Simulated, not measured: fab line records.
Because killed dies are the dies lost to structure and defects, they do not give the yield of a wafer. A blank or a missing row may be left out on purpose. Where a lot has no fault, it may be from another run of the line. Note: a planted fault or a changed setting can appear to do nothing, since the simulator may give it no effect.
Code-filled problem report in 8D (eight disciplines) form / flow n5Finfet / the parts of the form that need people (team, actions taken, sign-off) are left out

1. PROBLEM STATEMENT
Mean of killed_at_M4_up at N5_PASSIVATION_PROBE_49: 121 across 6 wafers in 2 lots; on wafers with no fault it is 14 (standard deviation 5.6). Measured from the usual mean, that is +19 standard deviations.
First seen on wafer L621.2, day 15 20:04, on prober-02. Wafers with a number at this step in the record: 6, from 2 lots. Rule for "out", or "out of limits": more than 4 standard deviations from the usual mean. The rest of the wafers with a number are treated as sound.

2. WHAT IT IS, WHAT IT ISN'T
question=which readings at this step; is=killed_at_M4_up, defectLimitedYield, killedDies, sortNPass, sortYieldPct; is not=killed_at_M0_to_M3, killedAtContacts, killedAtFrontEnd, killedAtOther, killedOpen, killedShort
question=which lots; is=L621, L623; is not=-
question=which wafers of those lots; is=all that have a number; is not=-
question=read on which tools; is=prober-01, prober-02; is not=-
question=when; is=from day 15 20:04; is not=up to then (0 sound wafers)

3. WHAT RULES OUT EACH SUSPECT
Counting: any tool at a process step up to the reading is kept as a suspect provided that every lot that is out went through it and no sound lot did after the first of them.
- aldMetal-03 at N5_BEOL_M10_ALD_74 (deposits TaN, target thk 2 nm, pulse time 2 s, purge time 3 s): kept. It ran every lot that is out, first L623 (day 13 17:28), and no sound lot after that.
- pvdSputter-01 at N5_BEOL_M15_SPUTTER_45 (material Cu, target thk 100 nm, time 16.67 s): kept. It ran every lot that is out, first L621 (day 15 01:43), and no sound lot after that.
Remaining after the count are aldMetal-03 at N5_BEOL_M10_ALD_74 and pvdSputter-01 at N5_BEOL_M15_SPUTTER_45.

4. THE CAUSE (what the simulator had put in)
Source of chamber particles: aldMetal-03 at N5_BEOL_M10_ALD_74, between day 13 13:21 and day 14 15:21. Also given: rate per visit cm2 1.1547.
After counting, 2 suspects remain, this tool included.

5. THE EFFECT CHAIN, in route order
One row per reading whose mean, taken over the struck wafers that have a number, lies over 3 standard deviations from the usual. Readings are gone through only where the record gives a usual standard deviation; hours: the median, over the lots, of the time from a lot's start at the first step in this table giving one to that lot's start at this step; sigmas: the change measured in usual standard deviations.
hours=0; step=N5_PASSIVATION_PROBE_49; reading=defectLimitedYield; usual=91.4 %; on struck wafers=82.9; change=-8.5; sigmas=-6.1
hours=0; step=N5_PASSIVATION_PROBE_49; reading=killed_at_M4_up; usual=14; on struck wafers=121; change=+107; sigmas=+19
hours=0; step=N5_PASSIVATION_PROBE_49; reading=killedDies; usual=101; on struck wafers=202; change=+101; sigmas=+6.3
hours=0; step=N5_PASSIVATION_PROBE_49; reading=sort_bin_5_function; usual=5.1 %; on struck wafers=10.6; change=+5.5; sigmas=+6.2
hours=0; step=N5_PASSIVATION_PROBE_49; reading=sortNPass; usual=1079; on struck wafers=978; change=-101; sigmas=-6.3
hours=0; step=N5_PASSIVATION_PROBE_49; reading=sortYieldPct; usual=91.4 %; on struck wafers=82.9; change=-8.5; sigmas=-6.1
It contains these process steps:
- N5_PASSIVATION_PROBE_49

6. HOW IT WOULD HAVE BEEN CAUGHT EARLIER
First out-of-limits reading in this record: day 15 20:04, which is 55 hours after fault onset at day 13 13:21.
An alarm limit of 4 standard deviations would not have fired on the tool readings at N5_BEOL_M10_ALD_74 for which the record gives a usual standard deviation, since none of them was out on any struck wafer.
Each of the lots that are out, 2 in all, had begun N5_BEOL_M10_ALD_74 on aldMetal-03 no later than day 15 20:04. Holding the tool at that point would not have protected any of them.
